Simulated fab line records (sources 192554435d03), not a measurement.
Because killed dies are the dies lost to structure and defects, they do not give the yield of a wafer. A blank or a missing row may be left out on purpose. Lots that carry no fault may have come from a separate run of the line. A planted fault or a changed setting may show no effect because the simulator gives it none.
Which tool did it? -- flow n5Finfet -- 29 wafers from 10 lots sampled at 6 of the route's 1938 steps

## WHAT EACH GAUGE READ, for each wafer
N5_HKMG_FIN_INSPECT_61: inspects for defects (macro). Usual: rawDefectCount at 2.2, with a standard deviation of 1.4.
lot,measured,on,rawDefectCount,flag
L885,day 4 09:20,defectInspect-02,1 1 5,
L887,day 4 13:48,defectInspect-01,3 3 1,
L888,day 4 19:02,defectInspect-02,1 3 0,
L893,day 6 04:07,defectInspect-02,2 1 6,
L894,day 6 10:28,defectInspect-02,3 2,
L899,day 7 15:05,defectInspect-01,2 2 0,
L902,day 8 08:56,defectInspect-02,4 2 2,
L906,day 9 05:04,defectInspect-01,2 1 2,
L907,day 9 11:19,defectInspect-02,1 3 2,
L908,day 9 22:47,defectInspect-02,2 5 1,

N5_HKMG_FIN_CD_MEAS_12: target cd 92.8 nm. Usual: cdNm at 93.3 nm, with a standard deviation of 0.61.
lot,measured,on,cdNm (nm),flag
L885,day 4 13:16,cdSem-03,93.8 93.9 94.7,
L887,day 4 17:11,cdSem-01,93.6 93.7 93.8,
L888,day 4 22:21,cdSem-01,93.1 92.7 92.8,
L893,day 6 07:29,cdSem-03,97.6 93.9 94.3,OFF
L894,day 6 14:05,cdSem-03,92.9 97.7,OFF
L899,day 7 18:58,cdSem-03,93.5 92.7 92.7,
L902,day 8 12:30,cdSem-03,93.3 94.3 94.0,
L906,day 9 08:50,cdSem-03,93.8 93.6 94.1,
L907,day 9 14:53,cdSem-02,94.1 93.8 93.2,
L908,day 10 02:08,cdSem-01,92.4 93.5 92.7,

N5_BEOL_M4_RC_MEAS_101. Usual: DIBL_N 36.4 mV/V, standard deviation 1.6; DIBL_P 36.2 mV/V, standard deviation 1.8; IOFF_N 0.159 nA/um, standard deviation 0.029; IOFF_P 0.21 nA/um, standard deviation 0.034; ION_N 670 uA/um, standard deviation 12; ION_P 459 uA/um, standard deviation 8.2; SS_N 71.5 mV/dec, standard deviation 0.59; SS_P 73.2 mV/dec, standard deviation 0.54; VT_N 250 mV, standard deviation 3.3; VT_P -250 mV, standard deviation 3.7.
lot,measured,on,DIBL_N (mV/V),DIBL_P (mV/V),IOFF_N (nA/um),IOFF_P (nA/um),ION_N (uA/um),ION_P (uA/um),SS_N (mV/dec),SS_P (mV/dec),VT_N (mV),VT_P (mV),flag
L885,day 8 20:48,prober-02,35.8 36.6 36.6,37.4 37.3 37.5,0.150 0.153 0.164,0.20 0.20 0.21,673 659 671,460 447 459,71.2 71.3 71.5,73.4 73.6 73.1,248 251 251,-251 -252 -254,
L887,day 9 12:06,prober-02,34.8 37.0 36.3,33.3 35.7 34.5,0.133 0.170 0.144,0.20 0.24 0.22,674 685 658,465 464 459,70.2 71.5 71.6,73.3 72.6 73.3,252 248 252,-249 -247 -247,
L888,day 9 17:08,prober-02,38.1 39.7 37.4,36.5 38.4 35.3,0.204 0.260 0.191,0.25 0.31 0.24,697 698 683,472 477 469,72.2 72.9 72.1,73.0 73.5 73.2,248 243 247,-247 -241 -247,
L893,day 11 16:36,prober-01,35.4 34.2 36.1,35.6 34.4 38.2,0.146 0.130 0.167,0.17 0.15 0.20,671 657 672,458 442 455,71.8 72.3 72.0,72.9 72.1 73.4,250 255 249,-255 -256 -251,
L894,day 10 09:25,prober-01,38.4 38.0,37.0 36.8,0.182 0.173,0.25 0.24,682 692,470 473,72.2 71.6,73.6 73.7,248 247,-245 -248,
L899,day 11 18:23,prober-02,35.5 35.2 36.1,35.8 35.1 32.9,0.130 0.126 0.127,0.20 0.18 0.15,656 668 643,452 461 445,71.0 70.8 72.0,73.0 72.8 72.8,253 254 256,-251 -252 -255,
L902,day 13 05:35,prober-01,36.0 34.9 36.2,35.5 33.7 38.1,0.161 0.129 0.158,0.20 0.17 0.23,663 654 675,454 449 464,71.7 71.8 72.1,72.9 72.5 73.4,253 257 253,-254 -254 -251,
L906,day 13 23:15,prober-02,35.5 38.6 36.9,34.9 39.7 37.1,0.113 0.190 0.152,0.14 0.20 0.16,649 673 675,443 453 455,71.2 72.2 71.9,72.3 73.7 72.9,257 250 251,-262 -253 -258,
L907,day 14 19:29,prober-01,36.1 37.3 33.1,37.1 39.1 34.9,0.157 0.196 0.117,0.22 0.26 0.19,657 689 652,458 472 460,71.7 71.7 70.8,73.4 73.6 72.5,253 247 253,-250 -248 -250,
L908,day 14 23:20,prober-02,37.0 32.8 32.9,37.7 33.8 34.5,0.179 0.114 0.119,0.27 0.20 0.23,671 657 660,468 466 464,72.1 70.8 70.8,73.9 72.3 73.0,248 255 249,-245 -246 -247,

## WHAT TOOL EACH LOT RAN ON (gives the tool, then ch and the chambers of the sampled wafers, and finally the start)
lot,N5_HKMG_FIN_ALD_79,N5_HKMG_FIN_PEB_10,N5_HKMG_FIN_STRIP_34
L885,"aldMetal-01 ch 1,2,3, day 4 11:10","lithoTrack-05 ch 0, day 4 13:11","rieDiel-01 ch 0,1,2, day 4 13:38"
L887,"aldMetal-04 ch 0,1,3, day 4 15:16","lithoTrack-02 ch 0, day 4 17:07","rieDiel-01 ch 1,2, day 4 17:33"
L888,"aldMetal-02 ch 0,1, day 4 20:26","lithoTrack-04 ch 0, day 4 22:17","rieDiel-03 ch 0,1, day 4 22:43"
L893,"aldMetal-02 ch 0,2,3, day 6 05:33","lithoTrack-04 ch 0, day 6 07:25","rieDiel-03 ch 0,1, day 6 07:51"
L894,"aldMetal-04 ch 0,1, day 6 11:52","lithoTrack-04 ch 0, day 6 14:01","rieDiel-01 ch 0, day 6 14:27"
L899,"aldMetal-02 ch 0,3, day 7 16:29","lithoTrack-02 ch 0, day 7 18:54","rieDiel-03 ch 1,2, day 7 19:20"
L902,"aldMetal-02 ch 1,2,3, day 8 10:20","lithoTrack-05 ch 0, day 8 12:26","rieDiel-03 ch 0,1,3, day 8 13:06"
L906,"aldMetal-01 ch 0,1, day 9 06:49","lithoTrack-05 ch 0, day 9 08:47","rieDiel-01 ch 1,2, day 9 09:13"
L907,"aldMetal-02 ch 0,1,3, day 9 12:44","lithoTrack-02 ch 0, day 9 14:49","rieDiel-03 ch 2,3, day 9 15:16"
L908,"aldMetal-02 ch 1,2,3, day 10 00:12","lithoTrack-04 ch 0, day 10 02:04","rieDiel-03 ch 1,2,3, day 10 02:30"
- N5_HKMG_FIN_ALD_79: deposits TiN, target thk 1.5 nm, pulse time 1 s, purge time 3 s.
- N5_HKMG_FIN_PEB_10: peb time 60 s.
- N5_HKMG_FIN_STRIP_34: strips in CF4.

## WHAT THE TOOLS THEMSELVES READ (means of the sampled wafers that have a number; where no wafer has one, the mark that the record gives instead)
N5_HKMG_FIN_ALD_79. Usual: heaterPowerW 941 W, standard deviation 57; precursorPulseHeightRel 0.997, standard deviation 0.018.
lot,tool,heaterPowerW (W),precursorPulseHeightRel,flag
L885,aldMetal-01,929,0.997,
L887,aldMetal-04,985,1.009,
L888,aldMetal-02,896,1.007,
L893,aldMetal-02,926,0.996,
L894,aldMetal-04,961,0.984,
L899,aldMetal-02,900,1.015,
L902,aldMetal-02,936,0.989,
L906,aldMetal-01,994,1.013,
L907,aldMetal-02,912,0.997,
L908,aldMetal-02,931,0.977,

N5_HKMG_FIN_STRIP_34. Usual: drypumpMotorCurrentA 5.7 A, standard deviation 0.38; oesProductAu 0.75 a.u., standard deviation 0.07; rfVppV 271.3 V, standard deviation 1.5; showerheadPlenumPTorr 1.80 Torr, standard deviation 0.062; throttleValvePct 13.69 %, standard deviation 0.25.
lot,tool,drypumpMotorCurrentA (A),oesProductAu (a.u.),rfVppV (V),showerheadPlenumPTorr (Torr),throttleValvePct (%),flag
L885,rieDiel-01,5.5,0.73,269.8,1.79,13.78,
L887,rieDiel-01,5.6,0.72,270.5,1.77,13.82,
L888,rieDiel-03,5.6,0.71,271.6,1.81,13.85,
L893,rieDiel-03,5.4,0.72,270.9,1.77,13.75,
L894,rieDiel-01,5.5,0.74,273.8,1.87,13.63,
L899,rieDiel-03,5.7,0.85,273.4,1.89,13.65,
L902,rieDiel-03,5.8,0.75,270.4,1.81,13.67,
L906,rieDiel-01,5.5,0.70,268.8,1.73,14.03,
L907,rieDiel-03,6.3,0.84,273.2,1.87,13.40,
L908,rieDiel-03,6.0,0.89,272.8,1.87,13.44,

## THE ANSWER, worked out from the rows above alone
Rule: lot off if the mean of its wafers having a number is beyond 3 standard deviations from the usual mean. A lot without any number at a reading at which 4 lots or more have one is off too. Where the step has rows for the other lots, those lots are counted as sound. After the gauges, taken in route order, come the tools' own readings; for these a lot's mean is taken, as printed above. The first step at which some lot is off is used, and at that step the reading that is off furthest; a lot without a number counts as furthest.
Off: L893, L894 (N5_HKMG_FIN_CD_MEAS_12, cdNm).
If a tool, at a process step before that reading, ran all the lots that are off and no sound lot after the first of them, it fits. Those tools and the gauges at N5_HKMG_FIN_CD_MEAS_12 are tried in the same way. Not one of the candidates tried fits.

## WHAT THE SIMULATOR HAD INSERTED
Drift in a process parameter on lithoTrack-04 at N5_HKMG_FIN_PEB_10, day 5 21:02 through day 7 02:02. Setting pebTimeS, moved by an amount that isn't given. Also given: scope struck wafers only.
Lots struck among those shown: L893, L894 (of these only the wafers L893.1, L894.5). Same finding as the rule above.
